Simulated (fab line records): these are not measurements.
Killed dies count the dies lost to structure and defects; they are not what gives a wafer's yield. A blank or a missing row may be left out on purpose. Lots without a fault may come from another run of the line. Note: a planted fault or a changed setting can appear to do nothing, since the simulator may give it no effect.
fab line records	flow nand_harc
[record] lots = 14	wafers = 42	last_day = 32
route steps=1302 shown A_CHANNEL_HOLE_D1@467 A_DECK1_JOINT@527 A_ONON_D2@545
lots untouched by any fault: they come from a run of this same line in which no faults occurred
start_h: the number of hours between the record's first day and the start of the first shown wafer of the lot	wait_h: time in hours since the lot's previous step	" unchanged from the row above	L1.1+2: one row covering several wafers at once	- no value present, or no start provided	* or withheld: withheld	< > ~ a bound
route shown NAME@n: a module of which the file shows steps, and the number in the route of the first	usual: mean/standard deviation taken from wafers without a fault	same: alike in all rows	chamber/n: place in a boat	sites: the reading at each site	_std_site: standard deviation of those values	_edge_site: inner sites' mean taken away from outer sites' mean	radius_mm: how far each site lies from the wafer's centre	mask NAME#n: copy n	behind: tool/chamber where the wafer was last shaped	hold: why the lot was held/for how many hours/how that ended	device: the transistor (n, p or np) that didn't switch	end of line: tests of these same wafers at the route's end	a step with no rows: only its recipe	killed: count of dies lost to structure and defects at first sort (not the wafer's yield)	map: a wafer's dies, marking killed ones x, the rest . and places with no die _
set.NAME: the run value of the setting; set.NAME@STEP: its run value at that earlier step	model.NAME: the simulator's own value behind a step, which no gauge read
route steps across a sampled set of lots; one table per step, one row per wafer
services: when a tool's chamber went out of use (start_h, in hours from the record's first day, below 0 if earlier), for how many hours, and the reason
[[steps]]
[step NHARC_A_CHANNEL_HOLE_D1_ETCH_39]
[recipe] target_depth_a = 2600	over_etch_frac = 0.3	time_s = 325	ion_energy_ev = 200	n2_flow_sccm = 150	h2_flow_sccm = 150	ar_flow_sccm = 0	rf_w = 400	bias_w = 150	chemistry = N2/H2
[usual] drypump_motor_current_A = 5.5/0.46	oes_product_au = 1.000/0.0067	rf_vpp_V = 429.4/1.5	showerhead_plenum_p_Torr = 2.00/0.044	throttle_valve_pct = 14.171/0.009
lot.wafer	tool	chamber	start_h	wait_h	drypump_motor_current_A	oes_product_au	rf_hours_counter_h	rf_vpp_V	showerhead_plenum_p_Torr	throttle_valve_pct
L509.4	rie_diel-05	0	-	-	6.1	0.999	43	432.1	2.06	14.165
L509.3	"	2	"	"	6.3	0.984	46	430.4	2.03	14.172
L509.5	"	3	"	"	4.9	1.006	-	429.0	1.97	14.174
L510.1	rie_diel-06	0	-	-	4.8	0.998	3	430.7	2.03	14.170
L510.2	"	2	"	"	5.5	0.992	5	430.0	2.02	14.173
L510.4	"	3	"	"	6.1	0.997	6	430.3	2.00	14.169
L511.4	rie_diel-05	3	-	-	4.9	1.000	47	427.9	1.97	14.178
L511.1	"	1	"	"	4.8	1.002	53	432.0	2.12	14.174
L511.6	"	3	"	"	4.9	1.001	-	428.5	1.97	14.187
L513.2	rie_diel-06	3	-	-	6.1	0.999	7	428.8	2.00	14.167
L513.1	"	1	"	"	5.6	0.999	7	429.0	1.98	14.169
L513.6	"	3	"	"	6.1	0.995	-	430.2	2.00	14.173
L515.3	rie_diel-06	1	-	-	5.5	0.992	10	429.3	1.98	14.180
L515.2	"	3	"	"	6.1	0.995	10	429.1	2.00	14.167
L515.6	"	2	"	"	5.5	0.997	-	429.7	2.02	14.163
L516.4	rie_diel-06	3	-	-	6.1	1.006	11	427.6	2.00	14.155
L516.2	"	0	"	"	4.8	1.002	8	429.1	2.02	14.178
L516.1	"	1	"	"	5.6	0.994	10	427.1	1.98	14.166
L517.3	rie_diel-06	0	-	-	4.8	1.005	9	428.6	2.02	14.166
L517.5	"	2	"	"	5.5	1.006	-	429.6	2.02	14.170
L517.6	"	3	"	"	6.1	0.996	-	429.4	2.00	14.157
L518.5	rie_diel-06	2	-	-	5.5	0.997	-	430.0	2.02	14.170
L518.4	"	0	"	"	4.8	1.003	-	430.5	2.02	14.173
L518.6	"	1	"	"	5.6	1.011	-	428.6	1.98	14.153
L519.3	rie_diel-06	2	-	-	5.5	1.000	15	430.0	2.02	14.182
L519.1	"	0	"	"	4.8	1.007	12	429.8	2.02	14.165
L519.5	"	2	"	"	5.5	1.005	-	430.0	2.02	14.169
L521.2	rie_diel-02	0	-	-	5.1	0.995	28	427.4	1.98	14.167
L521.1	"	1	"	"	5.7	0.997	27	427.3	1.90	14.164
L521.5	"	1	"	"	5.7	1.000	-	426.2	1.90	14.183
L520.3	rie_diel-06	3	-	-	6.1	0.997	15	428.7	2.00	14.173
L520.5	"	2	"	"	5.5	1.005	-	430.3	2.02	14.181
L520.6	"	3	"	"	6.1	0.997	-	428.9	2.00	14.185
L527.1	rie_diel-06	1	-	-	5.6	1.010	5	428.3	1.98	14.169
L527.2	"	2	"	"	5.5	1.003	5	431.8	2.02	14.151
L527.6	"	0	"	"	4.8	0.992	-	428.8	2.02	14.154
L528.3	rie_diel-02	3	-	-	5.6	1.007	54	426.5	1.90	14.175
L528.2	"	0	"	"	5.1	1.006	51	427.8	1.97	14.179
L528.6	"	0	"	"	5.1	1.007	-	429.1	1.97	14.167
L529.4	rie_diel-02	2	-	-	5.7	1.002	51	432.7	2.06	14.182
L529.3	"	0	"	"	5.1	0.998	56	426.6	1.97	14.165
L529.2	"	1	"	"	5.7	1.012	61	426.5	1.88	14.172
[step NHARC_A_CHANNEL_HOLE_D1_ETCH_21]
[recipe] bias_v = 3000	source_w = withheld	pressure_mtorr = 20	time_s = 514.3	ar_flow_sccm = 375	c4f8_flow_sccm = 89.3	o2_flow_sccm = 35.7	temp_c = -20	target_depth_a = 16000	chemistry = C4F8/O2/Ar
[usual] c4f8_flow_sccm = 89.4/0.3	drypump_motor_current_A = 5.8/0.52	showerhead_plenum_p_Torr = 3.63/0.08	throttle_valve_pct = 32.155/0.0089
lot.wafer	tool	chamber	start_h	wait_h	c4f8_flow_sccm	drypump_motor_current_A	rf_hours_counter_h	showerhead_plenum_p_Torr	throttle_valve_pct
L509.4	har_etch-01	1	186.62	0.3	89.7	5.9	-	3.63	32.148
L509.3	"	0	"	"	89.5	6.5	-	3.74	32.140
L509.5	"	1	"	"	89.8	5.9	-	3.63	32.149
L510.2	har_etch-02	1	210.41	0.3	88.9	5.0	295	3.60	32.164
L510.1	"	0	"	"	89.4	5.9	310	3.64	32.157
L510.4	"	1	"	"	89.1	5.0	-	3.60	32.158
L511.1	har_etch-01	0	210.92	0.3	89.5	6.5	112	3.72	32.142
L511.4	"	0	"	"	89.4	6.5	-	3.72	32.142
L511.6	"	0	"	"	89.7	6.5	-	3.72	32.158
L513.1	har_etch-02	0	231.24	0.3	89.4	5.9	325	3.63	32.144
L513.2	"	1	"	"	90.1	5.0	310	3.59	32.153
L513.6	"	1	"	"	89.9	5.0	-	3.59	32.146
L515.2	har_etch-01	0	262.30	0.3	89.2	6.5	138	3.71	32.169
L515.3	"	0	"	"	89.6	6.4	-	3.71	32.155
L515.6	"	0	"	"	89.3	6.5	-	3.71	32.160
L516.1	har_etch-02	0	265.43	0.3	89.6	5.9	340	3.62	32.153
L516.2	"	1	"	"	89.2	5.0	325	3.59	32.168
L516.4	"	0	"	"	89.4	5.9	-	3.62	32.167
L517.3	har_etch-02	0	275.37	0.3	89.8	5.8	-	3.62	32.149
L517.5	"	0	"	"	90.0	5.9	-	3.62	32.161
L517.6	"	1	"	"	89.3	5.0	-	3.58	32.149
L518.4	har_etch-01	1	287.25	0.3	89.3	5.9	-	3.60	32.147
L518.6	"	0	"	"	89.4	6.5	-	3.70	32.154
L518.5	"	1	"	"	89.1	6.0	-	3.60	32.159
L519.1	har_etch-02	1	295.30	0.3	89.8	5.0	344	3.58	32.165
L519.3	"	1	"	"	89.3	5.0	-	3.58	32.147
L519.5	"	1	"	"	89.4	5.0	-	3.58	32.173
L521.1	har_etch-02	0	301.51	0.3	89.2	5.8	363	3.61	32.155
L521.2	"	1	"	"	89.7	5.0	348	3.57	32.153
L521.5	"	1	"	"	89.5	5.0	-	3.57	32.153
L520.3	har_etch-01	1	302.05	0.3	89.1	5.9	-	3.59	32.156
L520.6	"	1	"	"	89.2	5.9	-	3.59	32.147
L520.5	"	0	"	"	89.8	6.4	-	3.69	32.159
L527.1	har_etch-02	0	378.81	0.3	89.4	5.8	409	3.58	32.142
L527.2	"	1	"	"	88.8	5.0	394	3.55	32.156
L527.6	"	0	"	"	89.4	5.9	-	3.58	32.159
L528.2	har_etch-01	1	386.45	0.3	89.5	5.9	211	3.56	32.165
L528.3	"	1	"	"	89.8	5.9	-	3.56	32.136
L528.6	"	1	"	"	90.0	5.9	-	3.57	32.135
L529.2	har_etch-01	1	394.79	0.3	89.1	5.9	219	3.56	32.153
L529.3	"	1	"	"	89.0	6.0	-	3.56	32.160
L529.4	"	0	"	"	89.7	6.5	-	3.67	32.149
[step NHARC_A_DECK1_JOINT_CMP_13]
[recipe] target_thk_nm = 51.023
[usual] motor_current_A = 12.0/1.3	time_to_endpoint_s = 8.7/1.9
lot.wafer	tool	chamber	start_h	wait_h	motor_current_A	time_to_endpoint_s
L509.3	cmp-03	0	247.73	0.6	11.4	7.3
L509.4	"	1	"	"	10.3	9.1
L509.5	"	2	"	"	13.1	9.2
L510.1	cmp-01	2	274.41	0.4	13.8	8.9
L510.4	"	3	"	"	13.6	6.7
L510.2	"	0	"	"	10.1	8.1
L511.1	cmp-03	2	274.43	0.4	13.0	8.9
L511.4	"	3	"	"	11.7	8.1
L511.6	"	1	"	"	10.1	7.2
L513.1	cmp-03	1	295.61	0.4	10.7	7.7
L513.2	"	2	"	"	12.5	8.8
L513.6	"	3	"	"	11.3	11.0
L515.3	cmp-03	2	326.92	0.4	12.1	11.4
L515.2	"	1	"	"	10.8	8.8
L515.6	"	2	"	"	12.1	10.8
L516.2	cmp-02	2	326.95	0.4	13.3	9.8
L516.1	"	3	"	"	12.3	7.6
L516.4	"	0	"	"	10.4	6.1
L517.3	cmp-03	3	348.55	0.4	11.0	9.0
L517.6	"	2	"	"	12.8	10.8
L517.5	"	3	"	"	11.6	14.9
L518.4	cmp-03	2	352.72	0.4	12.6	9.8
L518.5	"	3	"	"	11.5	11.5
L518.6	"	0	"	"	11.5	9.4
L519.3	cmp-02	0	364.75	0.4	10.6	8.6
L519.1	"	3	"	"	12.6	9.8
L519.5	"	0	"	"	10.4	7.2
L521.2	cmp-03	1	364.77	0.4	10.1	8.5
L521.1	"	3	"	"	11.7	10.9
L521.5	"	1	"	"	10.1	9.7
L520.3	cmp-01	3	364.80	0.4	12.7	12.8
L520.5	"	1	"	"	14.1	11.6
L520.6	"	2	"	"	14.6	8.7
L527.1	cmp-01	3	444.12	0.4	13.4	10.7
L527.2	"	2	"	"	13.8	6.7
L527.6	"	0	"	"	10.7	6.8
L528.2	cmp-01	1	451.03	0.4	13.9	8.5
L528.3	"	0	"	"	10.4	5.6
L528.6	"	2	"	"	13.6	7.4
L529.2	cmp-02	1	458.66	0.4	11.3	9.8
L529.4	"	3	"	"	12.7	9.0
L529.3	"	0	"	"	10.7	9.3
[step NHARC_A_ONON_D2_DEP_00]
[recipe] target_thk_a = 10000	n2_flow_sccm = 2750	n2o_flow_sccm = 2000	nh3_flow_sccm = 500	sih4_flow_sccm = 210	temp_c = 400
lot.wafer	tool	chamber	start_h	wait_h
L509.3+4+5	pecvd_onon-02	0	270.29	0.2
L510.1+2+4	pecvd_onon-02	0	298.91	0.1
L511.1+4+6	pecvd_onon-03	0	298.92	0.1
L513.1+2+6	pecvd_onon-02	0	319.25	0.1
L516.1+2+4	pecvd_onon-03	0	354.90	0.1
L515.2+3+6	pecvd_onon-02	0	354.90	0.1
L517.3+5+6	pecvd_onon-04	0	372.83	0.2
L518.4+5+6	pecvd_onon-02	0	380.14	0.2
L521.1+2+5	pecvd_onon-03	0	391.86	0.1
L520.3+5+6	pecvd_onon-02	0	391.97	0.2
L519.1+3+5	pecvd_onon-04	0	392.00	0.2
L527.1+2+6	pecvd_onon-02	0	467.36	0.1
L528.2+3+6	pecvd_onon-04	0	475.32	0.1
L529.2+3+4	pecvd_onon-04	0	480.86	0.1
[step NHARC_A_ONON_D2_THK_MEAS_02]
[recipe] thk_meas_gauge = ellipsometry
[usual] thk_nm = 1005/12
lot.wafer	tool	chamber	start_h	wait_h	hold	thk_nm
L509.3	film_metro-01	-	270.68	-	-	1007
L509.4	"	-	"	"	-	1007
L509.5	"	-	"	"	-	1006
L510.1	film_metro-02	-	299.42	-	-	1033
L510.2	"	-	"	"	-	1033
L510.4	"	-	"	"	-	1034
L511.1	film_metro-01	-	299.43	-	-	1027
L511.4	"	-	"	"	-	1028
L511.6	"	-	"	"	-	1027
L513.1	film_metro-02	-	319.77	-	-	994
L513.2	"	-	"	"	-	993
L513.6	"	-	"	"	-	993
L515.2	film_metro-02	-	355.35	-	-	1004
L515.3	"	-	"	"	-	1005
L515.6	"	-	"	"	-	1006
L516.1	film_metro-01	-	355.41	-	-	996
L516.2	"	-	"	"	-	996
L516.4	"	-	"	"	-	995
L517.3	film_metro-02	-	373.22	-	-	995
L517.5	"	-	"	"	-	997
L517.6	"	-	"	"	-	995
L518.4	film_metro-01	-	380.48	-	-	1006
L518.5	"	-	"	"	-	1005
L518.6	"	-	"	"	-	1003
L521.1	film_metro-02	-	392.36	-	-	1000
L521.2	"	-	"	"	-	1000
L521.5	"	-	"	"	-	998
L520.3	film_metro-01	-	392.36	-	-	997
L520.5	"	-	"	"	-	1000
L520.6	"	-	"	"	-	997
L519.1	film_metro-01	-	392.51	-	-	990
L519.3	"	-	"	"	-	992
L519.5	"	-	"	"	-	989
L527.1	film_metro-01	-	467.86	-	-	1009
L527.2	"	-	"	"	-	1011
L527.6	"	-	"	"	-	1009
L528.2	film_metro-02	-	475.77	-	await_dispo/0.2h/release	1511
L528.3	"	-	"	"	await_dispo/0.2h/release	1511
L528.6	"	-	"	"	await_dispo/0.2h/release	1510
L528.2	film_metro-02	-	475.94	0.2	-	1512
L528.3	"	-	"	"	-	1512
L528.6	"	-	"	"	-	1510
L529.2	film_metro-02	-	481.31	-	await_dispo/0.2h/release	1524
L529.3	"	-	"	"	await_dispo/0.2h/release	1523
L529.4	"	-	"	"	await_dispo/0.2h/release	1523
L529.2	film_metro-02	-	481.48	0.2	-	1522
L529.3	"	-	"	"	-	1525
L529.4	"	-	"	"	-	1523
[[services]]
tool	chamber	start_h	hours	kind
cmp-03	-	163.02	4.0	pm
pecvd_onon-02	-	185.00	13.0	pm
cmp-01	-	185.50	4.0	pm
rie_diel-02	0	206.01	5.8	repair
rie_diel-02	-	217.90	9.0	pm
cmp-01	-	224.47	1.6	repair
cmp-01	-	245.51	3.0	repair
cmp-03	-	261.02	4.0	pm
rie_diel-06	3	282.38	6.4	repair
cmp-01	-	283.50	4.0	pm
cmp-01	-	302.01	3.2	repair
rie_diel-06	-	307.59	9.0	pm
pecvd_onon-04	-	311.00	13.0	pm
cmp-03	-	355.13	1.5	repair
cmp-03	-	359.02	4.0	pm
pecvd_onon-02	-	366.00	13.0	pm
cmp-01	-	381.50	4.0	pm
har_etch-02	-	382.53	17.0	pm
rie_diel-06	2	406.30	112.9	repair
har_etch-01	-	431.52	1.5	repair
rie_diel-06	0	433.28	4.4	repair
rie_diel-06	0	455.63	5.2	repair
cmp-03	-	457.02	4.0	pm
cmp-01	-	479.50	4.0	pm
[[key]]
[first_sign] step = NHARC_A_ONON_D2_THK_MEAS_02	reading = visit	direction = added
[effect] step = NHARC_A_ONON_D2_THK_MEAS_02	reading = thk_nm	direction = up	sigmas = 43	usual = 1005	struck = 1517
met_at NHARC_A_ONON_D2_DEP_00
struck_lots L528,L529
struck_wafers L528.2,L528.3,L528.6,L529.2,L529.3,L529.4
later_rows_left_out L528.2,L528.3,L528.6,L529.2,L529.3,L529.4
sort_left_out L528.2,L528.3,L528.6,L529.2,L529.3,L529.4
tester_left_out L528,L529
not_acting_at NHARC_A_CHANNEL_HOLE_D1_ETCH_39,NHARC_A_CHANNEL_HOLE_D1_ETCH_21,NHARC_A_DECK1_JOINT_CMP_13
onset_between 392.00 475.32
also_fits time
[fault] kind = process_parameter_drift	tool = pecvd_onon-04	chamber = 0	onset_h = 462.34	steps = NHARC_A_ONON_D2_DEP_00	channel = target_thk_a	offset = *	shape = step	end_h = 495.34	acts_in = *	stated = *
// tester_left_out: of these lots the tester's yield and bins aren't shown, on N5 and GAA mostly nor the transistor test; their killed dies are dies lost to structure and defects alone, not to doping, threshold or leakage, so they don't give the yield
// sort_left_out: the simulated sort isn't trusted on such a fault, so these wafers' sort isn't shown, and their yield isn't known
// later_rows_left_out: the simulator's readings of these wafers behind a module that went badly wrong aren't trusted and aren't shown, but for the sort
